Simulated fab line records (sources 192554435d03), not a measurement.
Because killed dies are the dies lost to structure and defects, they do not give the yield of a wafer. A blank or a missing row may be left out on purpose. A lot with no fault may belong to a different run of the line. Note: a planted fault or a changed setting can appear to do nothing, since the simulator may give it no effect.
Matching of chambers + flow n5 finfet + N5_MOL_CONTACT_COAG_CO_FILL_22 on cvd co-01: 3 sister chambers
The step material Co, precursor CCTBA/H2, target thk 20 nm. 6 wafers are shown with their chamber, then 12 later ones without.

== WAFERS PAIRED WITH THEIR CHAMBERS ==
| wafer  | chamber | heater power w (W) | heater power outer w (W) |
|--------|---------|--------------------|--------------------------|
| L084.3 | 1       | 257                | 135                      |
| L084.4 | 2       | 265                | 143                      |
| L084.5 | 1       | 262                | 137                      |
| L086.2 | 0       | 219                | 115                      |
| L086.5 | 0       | 217                | 115                      |
| L086.6 | 2       | 261                | 145                      |

== WAFERS WITH NO CHAMBER GIVEN ==
| wafer  | heater power w (W) | heater power outer w (W) |
|--------|--------------------|--------------------------|
| L090.3 | 216                | 115                      |
| L090.5 | 260                | 143                      |
| L090.6 | 256                | 137                      |
| L092.3 | 213                | 118                      |
| L092.4 | 267                | 145                      |
| L092.5 | 216                | 114                      |
| L093.2 | 216                | 118                      |
| L093.4 | 261                | 136                      |
| L093.5 | 217                | 115                      |
| L095.1 | 220                | 115                      |
| L095.4 | 266                | 145                      |
| L095.5 | 217                | 112                      |

== WHICH CHAMBER EACH ONE RAN IN ==
| wafer  | from the rows above | in truth |
|--------|---------------------|----------|
| L090.3 | 0                   | 0        |
| L090.5 | 2                   | 2        |
| L090.6 | 1                   | 1        |
| L092.3 | 0                   | 0        |
| L092.4 | 2                   | 2        |
| L092.5 | 0                   | 0        |
| L093.2 | 0                   | 0        |
| L093.4 | 1                   | 1        |
| L093.5 | 0                   | 0        |
| L095.1 | 0                   | 0        |
| L095.4 | 2                   | 2        |
| L095.5 | 0                   | 0        |
Correct placement for 12 of the 12. Left unplaced by these rows: 0. Placed wrongly: 0.
How it was worked out, from the rows above alone: a wafer's distance from a chamber is the root of the sum, over the readings, of the square of ((its reading less the chamber's mean) divided by the reading's scatter). If the next closest chamber is less than 2 further off than the closest, the wafer can't be placed; otherwise it belongs to the closest. A chamber's mean is the mean of its shown wafers. The scatter: take each reading less its chamber's mean, square it, sum over the shown wafers, divide by the number of wafers less the number of chambers, and take the root.
